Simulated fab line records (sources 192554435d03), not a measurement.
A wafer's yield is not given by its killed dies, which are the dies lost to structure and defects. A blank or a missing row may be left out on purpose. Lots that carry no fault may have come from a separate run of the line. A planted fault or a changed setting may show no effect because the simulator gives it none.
Chamber matching | flow n5Finfet | rieDiel-01 running N5_BEOL_M11_STRIP_19: 4 sister chambers
The step strips in O2. 8 wafers are shown with their chamber, then 11 later ones without.

## WAFERS WITH THEIR CHAMBER
wafer  | chamber | drypumpMotorCurrentA (A) | showerheadPlenumPTorr (Torr)
L083.3 | 2       | 5.4                      | 2.15
L089.3 | 0       | 5.9                      | 2.04
L089.5 | 1       | 5.2                      | 2.13
L089.6 | 3       | 6.4                      | 2.10
L091.1 | 0       | 5.9                      | 2.04
L091.3 | 3       | 6.4                      | 2.10
L091.5 | 2       | 5.5                      | 2.15
L093.2 | 1       | 5.2                      | 2.12

## WAFERS WITHOUT THEIR CHAMBER
wafer  | drypumpMotorCurrentA (A) | showerheadPlenumPTorr (Torr)
L093.3 | 5.9                      | 2.03
L093.4 | 6.4                      | 2.10
L094.2 | 6.4                      | 2.10
L094.4 | 5.5                      | 2.15
L094.5 | 5.9                      | 2.03
L096.2 | 5.9                      | 2.03
L096.3 | 5.2                      | 2.12
L096.5 | 6.4                      | 2.09
L081.1 | 5.2                      | 2.12
L081.4 | 6.4                      | 2.09
L081.5 | 6.4                      | 2.09

## WHICH CHAMBER EACH ONE RAN IN
wafer  | from the rows above | in truth
L093.3 | 0                   | 0
L093.4 | 3                   | 3
L094.2 | 3                   | 3
L094.4 | 2                   | 2
L094.5 | 0                   | 0
L096.2 | 0                   | 0
L096.3 | 1                   | 1
L096.5 | 3                   | 3
L081.1 | 1                   | 1
L081.4 | 3                   | 3
L081.5 | 3                   | 3
Correctly placed: 11 of 11. From these rows, 0 cannot be placed. Number placed wrongly: 0.
How it was worked out, from the rows above alone: a wafer's distance from a chamber is the root of the sum, over the readings, of the square of ((its reading less the chamber's mean) divided by the reading's scatter). If the next closest chamber is less than 2 further off than the closest, the wafer can't be placed; otherwise it belongs to the closest. For every chamber, the mean is computed from those of its wafers that are shown. How the scatter is found: for the shown wafers, subtract from each reading the mean of its chamber, square and add these, divide the total by (wafers less chambers), then take the root.
